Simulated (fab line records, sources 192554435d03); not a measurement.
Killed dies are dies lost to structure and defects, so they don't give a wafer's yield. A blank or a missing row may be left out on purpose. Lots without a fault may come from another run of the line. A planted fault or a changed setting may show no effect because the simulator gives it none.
fab line records | flow n5_finfet | part 1 of 2: steps 1 to 3 of 6
record lots=23 wafers=69 last_day=19
route steps=1938 shown MOL_CONTACT_COAG@618 BEOL_M0_SAQP@632 BEOL_M0@716
lots that met no fault: from a run of the same line without faults
start_h: hours from the record's first day to the start of the lot's first wafer shown | wait_h: hours since the lot's step before | " the same as in the row above | L1.1+2: a row that stands for several wafers | - no value, or no start given | * or withheld: withheld | < > ~ a bound
route shown NAME@n: a module of which the file shows steps, and the number in the route of the first | usual: mean/standard deviation of fault-free wafers | same: alike in all rows | chamber/n: place in a boat | sites: the reading at each site | _std_site: their standard deviation | _edge_site: outer sites' mean less inner sites' | radius_mm: how far each site lies from the wafer's centre | mask NAME#n: copy n | behind: the tool/chamber that last shaped the wafer | hold: why the lot was held/for how many hours/how that ended | device: the transistor (n, p or np) that didn't switch | end of line: the same wafers' tests at the end of the route | a step without rows: its recipe alone | killed: dies lost to structure and defects at the first sort, not the wafer's yield | map: a wafer's dies, x killed, . not, _ none there
set.NAME: the setting as run; set.NAME@STEP: as run at that earlier step | model.NAME: the simulator's own value behind a step, which no gauge read
steps of the route over a sample of lots; a table a step, a row a wafer
services: from which hour (start_h, from the record's first day; less than 0 if before it) a tool's chamber was out of use, for how many hours, and why
## steps
# step N5_MOL_CONTACT_COAG_STRIP_72
# recipe chemistry=N2/H2 power_w=450 temp_c=40 pressure_mtorr=20 rf_frequency_hz=6e+07 overash_fraction=3 bias_power_w=7 h2_frac=0.5 n2_flow_sccm=200 h2_flow_sccm=200
# usual chamber_pressure_mTorr=20.00/0.044 drypump_motor_current_A=5.6/0.49 oes_product_au=0.79/0.086 rf_vpp_V=59.4/1.8 showerhead_plenum_p_Torr=2.56/0.095 throttle_valve_pct=23.53/0.24
# columns lot.wafer tool chamber start_h wait_h chamber_pressure_mTorr drypump_motor_current_A oes_product_au rf_hours_counter_h rf_vpp_V showerhead_plenum_p_Torr throttle_valve_pct
L074.2 rie_diel-06 1 99.24 0.0 19.91 5.8 0.79 115 61.9 2.46 23.65
L074.3 " 3 " " 19.99 5.9 0.81 94 58.2 2.68 23.55
L074.6 " 1 " " 20.01 5.8 0.79 - 60.2 2.45 23.57
L075.1 rie_diel-05 1 107.99 0.0 20.08 5.1 0.70 222 58.4 2.60 23.63
L075.2 " 3 " " 19.98 5.6 0.70 196 60.4 2.60 23.61
L075.5 " 1 " " 19.94 5.2 0.71 - 61.0 2.60 23.65
L076.2 rie_diel-06 3 111.78 0.0 20.00 6.1 0.81 98 59.9 2.68 23.61
L076.5 " 0 " " 19.96 5.9 0.98 - 60.2 2.72 23.76
L076.6 " 3 " " 20.01 6.1 0.81 - 59.8 2.68 23.56
L077.1 rie_diel-05 3 121.04 0.0 19.94 5.5 0.70 203 56.5 2.60 23.56
L077.5 " 3 " " 20.08 5.5 0.70 - 57.2 2.60 23.58
L077.6 " 1 " " 20.05 5.2 0.70 - 62.3 2.60 23.63
L078.1 rie_diel-06 0 124.05 0.0 19.96 5.8 0.94 9 59.2 2.72 23.82
L078.3 " 3 " " 19.99 6.0 0.81 102 58.5 2.68 23.60
L078.6 " 1 " " 20.05 5.8 0.77 - 59.8 2.45 23.60
L079.3 rie_diel-05 2 131.65 0.0 19.94 5.2 0.98 2 61.5 2.69 22.76
L079.4 " 0 " " 20.03 6.5 0.76 152 59.2 2.44 23.46
L079.6 " 2 " " 19.89 5.2 0.98 - 59.2 2.69 22.77
L080.3 rie_diel-04 0 138.38 0.0 19.97 4.8 0.83 62 59.2 2.56 23.52
L080.4 " 3 " " 19.96 5.8 0.77 139 58.7 2.43 23.52
L080.5 " 0 " " 20.00 4.8 0.86 - 59.3 2.56 23.55
L081.2 rie_diel-06 0 144.00 0.0 20.03 5.8 0.97 16 58.4 2.72 23.77
L081.4 " 2 " " 20.04 4.9 0.69 227 59.1 2.50 23.28
L081.5 " 2 " " 20.04 5.0 0.68 - 57.9 2.50 23.27
L082.1 rie_diel-04 0 148.50 0.0 19.97 4.8 0.85 66 58.6 2.56 23.55
L082.2 " 2 " " 20.05 5.8 0.80 79 61.5 2.59 24.00
L082.5 " 1 " " 20.01 5.9 0.73 - 58.0 2.63 23.46
L083.3 rie_diel-04 0 150.52 0.0 19.97 4.7 0.84 66 60.7 2.56 23.55
L083.5 " 0 " " 20.04 4.7 0.86 - 60.0 2.56 23.54
L083.6 " 1 " " 20.03 5.9 0.73 - 60.5 2.63 23.44
L084.2 rie_diel-04 0 167.52 0.0 19.94 4.8 0.85 72 60.2 2.56 23.57
L084.4 " 3 " " 20.06 5.8 0.78 - 59.8 2.42 23.52
L084.6 " 0 " " 20.03 4.8 0.83 - 59.1 2.56 23.59
L085.3 rie_diel-04 1 168.42 0.0 19.94 5.9 0.75 170 60.7 2.63 23.46
L085.4 " 1 " " 20.05 5.9 0.74 - 61.2 2.63 23.42
L085.5 " 0 " " 20.02 4.8 0.83 - 58.7 2.56 23.54
L087.1 rie_diel-04 1 203.52 0.0 20.03 5.9 0.72 182 58.3 2.62 23.48
L087.2 " 0 " " 20.01 4.7 0.83 84 60.0 2.55 23.56
L087.3 " 3 " " 20.01 5.8 0.77 162 59.5 2.42 23.54
L086.3 rie_diel-06 0 209.06 0.0 20.01 5.8 0.90 37 58.3 2.71 23.85
L086.4 " 2 " " 20.02 5.0 0.66 - 57.0 2.49 23.29
L086.6 " 3 " " 20.06 6.0 0.77 - 56.8 2.66 23.68
L088.1 rie_diel-06 0 209.40 0.0 19.99 5.8 0.92 37 61.0 2.71 23.85
L088.4 " 2 " " 20.02 5.0 0.67 249 57.4 2.50 23.31
L088.6 " 2 " " 19.94 5.0 0.67 - 56.2 2.50 23.30
L089.1 rie_diel-06 3 210.53 0.0 19.97 6.0 0.79 132 61.7 2.66 23.66
L089.2 " 2 " " 20.04 5.0 0.66 250 56.4 2.50 23.30
L089.3 " 0 " " 20.04 5.8 0.91 38 59.7 2.71 23.81
L090.3 rie_diel-04 0 210.62 0.0 20.00 4.7 0.84 86 61.3 2.55 23.61
L090.4 " 3 " " 19.97 5.8 0.75 164 56.9 2.41 23.53
L090.6 " 1 " " 19.99 5.9 0.72 - 57.5 2.62 23.49
L093.1 rie_diel-04 0 234.77 0.0 20.06 4.7 0.81 98 59.2 2.55 23.58
L093.5 " 3 " " 19.96 5.8 0.74 - 59.4 2.41 23.56
L093.6 " 1 " " 19.99 5.9 0.71 - 56.5 2.62 23.47
L091.2 rie_diel-06 1 237.84 0.0 20.07 5.8 0.75 160 61.1 2.44 23.59
L091.4 " 0 " " 20.02 5.8 0.89 51 61.7 2.70 23.86
L091.6 " 2 " " 20.03 5.0 1.00 - 59.6 2.49 23.07
L095.2 rie_diel-05 1 240.47 0.0 20.07 5.1 0.93 19 63.2 2.58 23.47
L095.3 " 0 " " 20.01 6.5 0.73 190 58.7 2.42 23.50
L095.4 " 0 " " 20.04 6.4 0.73 - 58.3 2.42 23.44
L092.4 rie_diel-05 0 242.38 0.0 20.02 6.5 0.73 - 58.9 2.42 23.49
L092.5 " 2 " " 20.01 5.2 0.92 - 61.4 2.68 22.80
L092.6 " 1 " " 20.02 5.1 0.93 - 57.6 2.58 23.46
L096.1 rie_diel-04 2 243.32 0.0 20.07 5.8 0.77 107 60.2 2.57 24.00
L096.3 " 0 " " 20.00 4.8 0.79 102 60.6 2.54 23.56
L096.5 " 2 " " 20.02 5.8 0.78 - 60.0 2.57 24.03
L097.1 rie_diel-06 3 252.58 0.0 20.03 6.0 0.78 150 59.1 2.66 23.67
L097.2 " 1 " " 19.99 5.8 0.74 166 58.3 2.43 23.60
L097.3 " 2 " " 20.01 4.9 0.99 8 59.0 2.49 23.09
# step N5_BEOL_M0_SAQP_PECVD_00
# recipe material=SiCN target_thk_a=80 temp_c=withheld precursor=3MS/NH3 pressure_torr=3 rf_w=202 time_s=14
# usual showerhead_plenum_p_Torr=3.667/0.015 showerhead_vpp_V=884/28 throttle_valve_pct=9.2/0.48
# columns lot.wafer tool chamber start_h wait_h showerhead_plenum_p_Torr showerhead_vpp_V since_wet_clean_h throttle_valve_pct
L074.2 pecvd-04 2 103.60 0.2 3.671 867 416 8.7
L074.3 " 0 " " 3.642 893 1170 10.2
L074.6 " 1 " " 3.682 880 - 9.2
L075.1 pecvd-02 2 112.36 0.2 3.668 829 62 8.3
L075.2 " 0 " " 3.681 866 816 9.8
L075.5 " 0 " " 3.677 862 - 9.6
L076.2 pecvd-04 2 116.17 0.2 3.669 884 428 8.7
L076.5 " 0 " " 3.634 897 - 10.1
L076.6 " 2 " " 3.675 855 - 9.0
L077.1 pecvd-02 0 125.41 0.2 3.666 868 829 9.3
L077.5 " 1 " " 3.667 938 - 9.1
L077.6 " 2 " " 3.674 813 - 8.6
L078.1 pecvd-01 1 128.41 0.2 3.679 908 1739 9.1
L078.3 " 0 " " 3.642 893 1014 9.3
L078.6 " 1 " " 3.671 912 - 9.0
L079.3 pecvd-01 0 136.02 0.1 3.643 879 1021 8.8
L079.4 " 2 " " 3.678 897 - 8.9
L079.6 " 1 " " 3.679 928 - 9.0
L080.3 pecvd-04 1 142.73 0.1 3.677 882 1934 9.5
L080.4 " 2 " " 3.678 864 - 8.8
L080.5 " 1 " " 3.684 889 - 9.6
L081.2 pecvd-04 1 148.43 0.2 3.684 876 1940 9.6
L081.4 " 1 " " 3.684 884 - 9.3
L081.5 " 0 " " 3.654 911 - 10.1
L082.1 pecvd-01 0 152.86 0.2 3.647 880 1038 9.0
L082.2 " 2 " " 3.674 904 250 8.6
L082.5 " 2 " " 3.666 887 - 8.7
L083.3 pecvd-01 0 155.86 0.1 3.649 892 1041 8.9
L083.5 " 1 " " 3.682 910 - 9.3
L083.6 " 0 " " 3.648 895 - 9.2
L084.2 pecvd-02 0 171.92 0.2 3.668 869 876 9.4
L084.4 " 2 " " 3.671 812 - 8.4
L084.6 " 1 " " 3.673 908 - 9.0
L085.3 pecvd-04 2 174.92 0.1 3.664 867 487 9.0
L085.4 " 0 " " 3.639 888 - 9.9
L085.5 " 1 " " 3.680 895 - 9.5
L087.1 pecvd-01 2 207.91 0.2 3.672 903 305 9.2
L087.2 " 0 " " 3.651 882 1093 9.2
L087.3 " 1 " " 3.668 924 1818 8.8
L086.3 pecvd-01 0 213.44 0.1 3.644 897 1099 9.3
L086.4 " 2 " " 3.681 892 - 9.0
L086.6 " 1 " " 3.666 892 - 9.1
L089.1 pecvd-04 2 216.43 0.2 3.679 869 529 8.8
L089.2 " 1 " " 3.676 900 2008 9.5
L089.3 " 0 " " 3.642 897 1283 10.3
L090.3 pecvd-02 0 216.43 0.1 3.678 856 920 9.5
L090.4 " 1 " " 3.661 921 - 9.2
L090.6 " 0 " " 3.676 867 - 9.3
L088.1 pecvd-04 2 216.73 0.2 3.675 870 529 8.8
L088.4 " 0 " " 3.646 878 - 10.0
L088.6 " 1 " " 3.685 908 - 9.7
L093.1 pecvd-04 2 239.13 0.2 3.671 869 551 8.8
L093.5 " 0 " " 3.639 894 - 10.1
L093.6 " 2 " " 3.678 864 - 8.7
L091.2 pecvd-02 2 242.20 0.2 3.661 823 192 8.8
L091.4 " 0 " " 3.677 859 - 9.5
L091.6 " 1 " " 3.668 929 - 9.1
L095.2 pecvd-02 1 245.20 0.2 3.672 919 1674 8.9
L095.3 " 0 " " 3.687 860 949 9.8
L095.4 " 0 " " 3.681 867 - 9.5
L096.1 pecvd-02 1 248.20 0.2 3.661 917 1677 9.1
L096.3 " 0 " " 3.677 861 952 9.8
L096.5 " 0 " " 3.670 864 - 9.7
L092.4 pecvd-01 2 248.23 0.1 3.679 888 - 9.2
L092.5 " 2 " " 3.684 883 - 9.1
L092.6 " 0 " " 3.649 882 - 9.5
L097.1 pecvd-01 1 256.94 0.2 3.682 917 1867 9.1
L097.2 " 0 " " 3.660 890 1142 9.4
L097.3 " 2 " " 3.688 898 354 8.8
# step N5_BEOL_M0_SAQP_MANDREL_ETCH_103
# recipe chemistry=HBr/Cl2 target=a-Si target_depth_a=450 bt_time_s=10 stop_on=SiCN mask_material=SiO2 over_etch_frac=0.8 time_s=27 pressure_mtorr=10 icp_w=800 bias_w=75 HBr_flow_sccm=150 Cl2_flow_sccm=80 ends=end_point
# usual HBr_flow_sccm=150.0/0.46 chamber_pressure_mTorr=10.000/0.014 drypump_motor_current_A=5.7/0.46 mfc_cl2_sccm=79.99/0.24 oes_product_au=0.681/0.012 throttle_valve_pct=35.4/0.3
# columns lot.wafer tool chamber start_h wait_h HBr_flow_sccm chamber_pressure_mTorr drypump_motor_current_A mfc_cl2_sccm oes_product_au rf_hours_counter_h throttle_valve_pct
L074.2 rie_si-03 3 107.91 0.0 150.8 9.998 6.3 80.35 0.679 81 35.7
L074.3 " 0 " " 150.8 10.010 6.4 79.98 0.687 189 35.6
L074.6 " 0 " " 150.3 9.997 6.4 79.93 0.692 - 35.6
L075.1 rie_si-03 3 118.06 0.0 149.9 10.014 6.3 80.26 0.673 81 35.7
L075.2 " 2 " " 150.1 9.998 6.1 80.19 0.682 13 35.3
L075.5 " 3 " " 149.9 9.983 6.3 79.80 0.678 - 35.6
L076.2 rie_si-06 2 120.51 0.0 150.0 9.996 5.5 79.92 0.711 54 35.1
L076.5 " 0 " " 150.1 10.011 5.6 79.84 0.681 - 34.8
L076.6 " 3 " " 150.0 10.007 5.2 79.73 0.683 - 35.3
L077.1 rie_si-02 0 128.29 0.0 149.3 9.982 5.7 79.95 0.682 74 35.5
L077.5 " 3 " " 149.8 10.001 5.9 79.53 0.679 - 35.5
L077.6 " 0 " " 149.0 9.995 5.7 79.81 0.681 - 35.5
L078.1 rie_si-06 0 132.75 0.0 151.0 10.001 5.6 79.90 0.674 78 34.8
L078.3 " 1 " " 149.9 10.006 5.4 80.09 0.692 71 35.7
L078.6 " 0 " " 149.7 10.006 5.5 80.01 0.675 - 34.8
L079.3 rie_si-02 0 139.26 0.0 150.1 9.989 5.7 80.29 0.671 75 35.5
L079.4 " 3 " " 149.5 10.006 5.8 80.85 0.690 149 35.5
L079.6 " 1 " " 149.9 10.008 5.1 79.97 0.678 - 36.0
L080.3 rie_si-06 2 147.03 0.0 150.1 10.002 5.5 80.02 0.691 55 35.1
L080.4 " 0 " " 149.8 10.006 5.6 80.18 0.669 78 34.8
L080.5 " 0 " " 149.9 10.009 5.6 80.17 0.677 - 34.8
L081.2 rie_si-02 2 154.01 0.0 149.6 9.872 6.5 80.27 0.673 23 35.6
L081.4 " 3 " " 149.7 10.004 5.9 79.94 0.702 150 35.4
L081.5 " 0 " " 150.1 9.981 5.7 79.87 0.686 - 35.5
L082.1 rie_si-06 2 156.36 0.0 149.7 9.990 5.5 80.27 0.714 55 35.0
L082.2 " 0 " " 149.8 10.009 5.6 80.04 0.653 78 34.9
L082.5 " 1 " " 150.7 10.003 5.5 80.31 0.697 - 35.6
L083.3 rie_si-06 1 159.89 0.0 150.9 9.999 5.4 80.28 0.670 72 35.7
L083.5 " 2 " " 149.6 10.003 5.5 80.03 0.704 - 35.1
L083.6 " 3 " " 150.1 10.014 5.2 80.15 0.694 - 35.3
L084.2 rie_si-06 0 174.82 0.0 149.3 10.007 5.6 79.78 0.674 78 34.9
L084.4 " 1 " " 149.7 10.005 5.4 80.04 0.693 72 35.7
L084.6 " 0 " " 149.8 9.991 5.5 79.11 0.673 - 34.8
L085.3 rie_si-06 0 178.73 0.0 149.6 10.004 5.5 80.42 0.674 78 34.9
L085.4 " 1 " " 149.6 10.014 5.4 79.86 0.690 72 35.7
L085.5 " 3 " " 149.6 10.003 5.2 79.97 0.671 - 35.3
L087.1 rie_si-03 3 212.25 0.0 150.2 9.989 6.3 80.16 0.690 83 35.6
L087.2 " 1 " " 150.5 9.998 5.2 79.64 0.677 72 35.2
L087.3 " 2 " " 149.5 9.999 6.1 80.19 0.680 14 35.3
L086.3 rie_si-06 0 217.72 0.0 150.8 10.003 5.5 80.02 0.663 79 34.8
L086.4 " 3 " " 150.6 9.995 5.2 79.88 0.679 77 35.3
L086.6 " 1 " " 150.6 10.006 5.4 79.69 0.682 - 35.6
L089.1 rie_si-06 2 219.99 0.0 149.3 10.004 5.5 80.08 0.695 56 35.1
L089.2 " 3 " " 149.2 10.003 5.2 79.85 0.660 77 35.3
L089.3 " 0 " " 149.7 10.010 5.6 79.60 0.673 79 34.8
L090.3 rie_si-03 2 220.65 0.0 150.5 9.998 6.1 79.60 0.667 15 35.3
L090.4 " 3 " " 149.9 10.004 6.3 79.72 0.679 - 35.6
L090.6 " 2 " " 150.5 10.002 6.1 80.18 0.692 - 35.3
L088.1 rie_si-03 1 221.45 0.0 149.8 9.998 5.2 79.86 0.674 72 35.2
L088.4 " 1 " " 149.7 10.006 5.2 79.80 0.699 - 35.2
L088.6 " 2 " " 149.9 9.996 6.1 80.37 0.685 - 35.3
L093.1 rie_si-02 2 242.80 0.0 150.1 9.989 6.5 79.75 0.651 25 35.6
L093.5 " 1 " " 150.1 10.011 5.1 79.92 0.667 - 36.0
L093.6 " 0 " " 150.3 9.997 5.7 80.50 0.683 - 35.5
L091.2 rie_si-03 0 247.30 0.0 150.3 10.004 6.4 79.82 0.667 1 35.7
L091.4 " 2 " " 150.5 9.998 6.1 79.90 0.687 15 35.3
L091.6 " 2 " " 150.5 10.008 6.1 79.87 0.687 - 35.3
L095.2 rie_si-03 0 249.92 0.0 149.7 9.981 6.4 80.08 0.667 1 35.7
L095.3 " 3 " " 150.0 9.995 6.3 80.01 0.678 84 35.7
L095.4 " 1 " " 150.2 10.008 5.2 80.11 0.679 72 35.2
L092.4 rie_si-06 2 251.02 0.0 150.4 10.015 5.5 79.53 0.701 56 35.1
L092.5 " 1 " " 150.2 9.998 5.4 79.91 0.670 - 35.7
L092.6 " 0 " " 149.3 10.012 5.5 79.89 0.682 - 34.8
L096.1 rie_si-03 2 251.51 0.0 149.5 10.007 6.1 79.62 0.680 15 35.3
L096.3 " 1 " " 149.9 9.990 5.2 80.06 0.676 72 35.2
L096.5 " 3 " " 150.6 9.999 6.3 80.02 0.679 - 35.7
L097.1 rie_si-03 2 263.22 0.0 149.8 10.011 6.1 80.18 0.678 16 35.3
L097.2 " 3 " " 150.6 10.012 6.3 79.73 0.669 84 35.7
L097.3 " 0 " " 150.4 10.001 6.4 80.23 0.661 1 35.7
